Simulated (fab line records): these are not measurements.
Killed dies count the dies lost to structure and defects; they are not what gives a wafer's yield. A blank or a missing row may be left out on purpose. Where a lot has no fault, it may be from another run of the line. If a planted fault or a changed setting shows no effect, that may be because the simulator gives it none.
Chamber matching ; flow n5Finfet ; rieDiel-05 running N5_BEOL_M9_DESCUM_33: 4 sister chambers
The step chemistry O2, time 7 s. 27 wafers are shown with their chamber, then 12 later ones without.

## WAFERS, EACH WITH ITS CHAMBER
wafer;chamber;drypumpMotorCurrentA (A);throttleValvePct (%);oesProductAu (a.u.)
L075.3;2;5.5;20.02;0.94
L075.5;1;6.7;20.69;0.69
L075.6;0;5.4;20.57;0.68
L083.1;0;5.4;20.56;0.67
L083.2;3;5.6;20.98;0.70
L083.5;1;6.7;20.68;0.68
L079.2;2;5.5;20.02;0.92
L079.4;3;5.6;20.98;0.69
L079.6;0;5.4;20.61;0.67
L080.1;3;5.6;20.97;0.69
L080.2;0;5.4;20.60;0.67
L080.3;2;5.5;20.02;0.91
L080.4;1;6.7;20.70;0.69
L080.5;1;6.7;20.71;0.68
L080.6;0;5.4;20.59;0.67
L090.1;0;5.4;20.61;0.67
L090.4;2;5.5;20.05;0.88
L090.5;0;5.4;20.60;0.67
L091.1;2;5.5;20.06;0.87
L091.2;3;5.6;21.01;0.69
L091.3;1;6.7;20.72;0.67
L091.4;1;6.8;20.73;0.67
L091.5;2;5.5;20.05;0.86
L091.6;3;5.6;21.01;0.69
L092.1;2;5.5;20.06;0.85
L092.2;1;6.7;20.72;0.67
L092.3;0;5.4;20.25;1.00

SIGNATURES, as means of the wafers listed above
reading;chamber 0;chamber 1;chamber 2;chamber 3;scatter within a chamber
drypumpMotorCurrentA;5.400;6.714;5.500;5.600;0.0193
throttleValvePct;20.5487;20.7071;20.0400;20.9900;0.0691
oesProductAu;0.7125;0.6786;0.8900;0.6920;0.0666
Rule: a wafer's distance from a chamber is the root of the sum, over the readings, of the square of ((its reading less the chamber's mean) divided by the reading's scatter). The wafer belongs to the nearest chamber; if the next one is less than 2 further off, it can't be placed. The scatter is the square root of a quotient: the sum, over the shown wafers, of each reading's squared deviation from its chamber's mean, divided by wafers minus chambers.

## WAFERS MISSING THEIR CHAMBER
wafer;drypumpMotorCurrentA (A);throttleValvePct (%);oesProductAu (a.u.)
L092.4;5.4;20.22;1.00
L092.5;6.7;20.74;0.67
L092.6;5.5;20.07;0.86
L093.1;5.4;20.24;0.99
L093.4;5.5;20.06;0.85
L093.6;5.4;20.23;1.00
L096.1;5.6;21.01;0.69
L096.3;5.4;20.24;0.99
L096.5;5.6;21.02;0.69
L095.3;5.6;21.01;0.68
L095.5;5.5;20.08;0.85
L095.6;5.6;21.03;0.68

## WHICH CHAMBER EACH ONE RAN IN
wafer;from the rows above;in truth
L092.4;can't be placed: 2 or 0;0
L092.5;1;1
L092.6;2;2
L093.1;can't be placed: 0 or 2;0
L093.4;2;2
L093.6;can't be placed: 2 or 0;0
L096.1;3;3
L096.3;can't be placed: 0 or 2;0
L096.5;3;3
L095.3;3;3
L095.5;2;2
L095.6;3;3
Correctly placed: 8 of 12. Cannot be placed on the basis of these rows: 4; the candidates contain the true chamber in 4. Placed wrongly: 0.
